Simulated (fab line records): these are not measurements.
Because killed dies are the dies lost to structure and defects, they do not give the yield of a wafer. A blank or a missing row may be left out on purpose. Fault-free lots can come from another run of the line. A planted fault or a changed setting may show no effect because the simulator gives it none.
One fault seen from 3 desks ; flow n5 finfet ; each desk holds nothing but its own numbers, with what lay behind them at the end

THE DEFECT DESK
Per lot, the means of the sampled wafers with a number show what the inspections along the route counted. If a lot's mean is further than 4 standard deviations from the usual mean, the lot is out of limits and carries the mark OUT (the distance appears in the brackets).
Columns: A = raw defect count at N5_BEOL_M8_INSPECT_30, usual 420
lot;first seen here;A
L882;day 9 22:35;417
L888;day 11 12:26;450
L897;day 13 21:53;413
L899;day 14 07:59;438
L900;day 14 16:44;342
L898;day 14 22:35;437
L904;day 15 10:53;339
Finding of this desk: none of the 7 lots has anything out of limits.

DESK OF THE TOOL OWNER: rie diel-04
The tool's own readings at N5_BEOL_M8_ETCH_66 (etches SOC in N2/H2, target depth 80 nm, overetch 16 nm, time 120 s): means of the sampled wafers that have a number, for each lot that ran on this tool. If a lot's mean is further than 4 standard deviations from the usual mean, the lot is out of limits and carries the mark OUT (the distance appears in the brackets).
Columns: A = drypump motor current A at N5_BEOL_M8_ETCH_66, usual 5.9 A; B = oes product au at N5_BEOL_M8_ETCH_66, usual 0.61 a.u.; C = rf vpp V at N5_BEOL_M8_ETCH_66, usual 523.7 V; D = showerhead plenum p Torr at N5_BEOL_M8_ETCH_66, usual 2.53 Torr; E = temp c at N5_BEOL_M8_ETCH_66, usual 40.00 C; F = throttle valve pct at N5_BEOL_M8_ETCH_66, usual 17.77 %
lot;first seen here;A;B;C;D;E;F
L882;day 9 22:41;5.7;0.66;525.1;2.59;39.96;17.61
L897;day 13 22:02;5.4;0.65;526.4;2.64;39.90;17.80
L900;day 14 16:59;5.6;0.67;523.2;2.54;40.04;17.87
L898;day 14 22:41;5.1;0.63;523.6;2.58;39.91;18.10
Finding of this desk: none of the 4 lots has anything out of limits.

AT THE METROLOGY DESK
Means of the sampled wafers that have a number, per lot and without regard to the tool the lot ran on: this is what the gauges read. If a lot's mean is further than 4 standard deviations from the usual mean, the lot is out of limits and carries the mark OUT (the distance appears in the brackets).
Columns: A = cd nm at N5_BEOL_M8_CD_MEAS_28, usual 39.97 nm; B = V7_OVL at N5_BEOL_M8_OVL_MEAS_29, usual -0.7 nm
lot;first seen here;A;B
L882;day 9 22:29;39.94;0.6
L888;day 11 12:21;40.05;0.2
L897;day 13 21:49;40.20;-0.2
L899;day 14 07:54;40.18;-1.1
L900;day 14 16:39;39.84;0.1
L898;day 14 22:29;39.92;-0.5
L904;day 15 10:48;39.86;-0.9
Finding of this desk: none of the 7 lots has anything out of limits.

BROUGHT TOGETHER
Nothing the defect desk looked at was out of limits.
Nothing out of limits was seen by the tool owner's desk.
From the metrology desk's view, nothing was out of limits.

WHAT THE SIMULATOR HAD PUT IN
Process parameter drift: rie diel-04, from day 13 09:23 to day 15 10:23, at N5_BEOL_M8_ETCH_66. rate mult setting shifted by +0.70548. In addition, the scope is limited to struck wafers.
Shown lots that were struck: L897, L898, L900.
